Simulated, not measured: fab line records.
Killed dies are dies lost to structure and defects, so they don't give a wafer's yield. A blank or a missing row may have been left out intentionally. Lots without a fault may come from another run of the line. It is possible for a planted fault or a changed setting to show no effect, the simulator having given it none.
A struck lot beside a sound one ; flow nand-harc ; 14 out of 1159 route steps
Sound: these wafers, L333.1, L333.3, L333.4. Struck: wafer L340.6. (L340.3, L340.4 of the same lot were not struck and are left out.) The cause comes at the end.
Order at every step that has rows: each side's tool, ch and its chambers, its first start. Under that, the readings that differ: sound wafers ; struck wafers ; difference of the means ; sigmas: that difference in standard deviations of wafers without a fault.
alike: same words and numbers on both sides, and readings whose means sit less than 2 such deviations apart. not compared: any withheld reading, any reading some wafer has no value for, any bound like >300 that may hide the same value, and any number with overlapping values for which the record gives no deviation.
Wherever a step has rows on one side only, a row that says differs or no value, or a row with sigmas, the two part there. When numbers do not overlap yet have no deviation, they are printed without sigmas and do not part them. Lack of a reading on every wafer of one side parts them only where that side has two or more wafers.

first, 9 steps without rows for these wafers: NHARC_THIN_TSV_PVD_24 (deposits Al, target thk 800 nm); NHARC_THIN_TSV_DEHYDRATE_25 (time 120 s); NHARC_THIN_TSV_HMDS_26 (time 30 s); NHARC_THIN_TSV_COAT_27; NHARC_THIN_TSV_SOFTBAKE_28 (time 95 s); NHARC_THIN_TSV_EBR_29; NHARC_THIN_TSV_EXPOSE_30 (exposes mask PAD); NHARC_THIN_TSV_PEB_31 (peb time 85 s); NHARC_THIN_TSV_DEVELOP_32 (time 70 s).
NHARC_THIN_TSV_CD_MEAS_33 targets a cd of 5000 nm.
  sound on cd-sem-03 ch 0, day 19 10:08; struck on cd-sem-02 ch 0, day 22 22:22
  alike: cd-nm
then, 1 step without rows for these wafers: NHARC_THIN_TSV_HARDBAKE_34 (time 80 s).
NHARC_THIN_TSV_DESCUM_35: chemistry O2, time 3 s.
  sound on rie-diel-01 ch 0,1,3, day 19 10:17; struck on rie-diel-01 ch 3, day 22 22:31
  alike: drypump-motor-current-A, oes-product-au, rf-vpp-V, showerhead-plenum-p-Torr, throttle-valve-pct
  not compared: rf-hours-counter-h
NHARC_THIN_TSV_ETCH_59: etches the open film in Cl2/BCl3, target depth 880 nm, time 138.1 s.
  sound on rie-metal-01 ch 0,1, day 19 10:25; struck on rie-metal-01 ch 0, day 22 22:43
reading;sound;struck;difference;sigmas
run-length-s (s);159.9 159.2 160.0;146.0;-13.7;-40
  alike: drypump-motor-current-A, oes-product-au, throttle-valve-pct
  not compared: rf-hours-counter-h
NHARC_THIN_TSV_ETCH_36: etches the open film in Cl2/BCl3, target depth 65 nm, time 18.571 s.
  sound on rie-metal-01 ch 0,1, day 19 10:41; struck on rie-metal-01 ch 0, day 22 22:55
  alike: drypump-motor-current-A, oes-product-au, run-length-s
  not compared: rf-hours-counter-h

WHERE THEY PART
NHARC_THIN_TSV_ETCH_59 only, going by this record. Later steps at which nothing parts them and some readings are alike: NHARC_THIN_TSV_ETCH_36.

WHY: what the simulator had put in
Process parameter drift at NHARC_THIN_TSV_ETCH_59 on rie-metal-01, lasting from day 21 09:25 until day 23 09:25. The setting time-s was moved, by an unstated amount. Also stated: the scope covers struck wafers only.
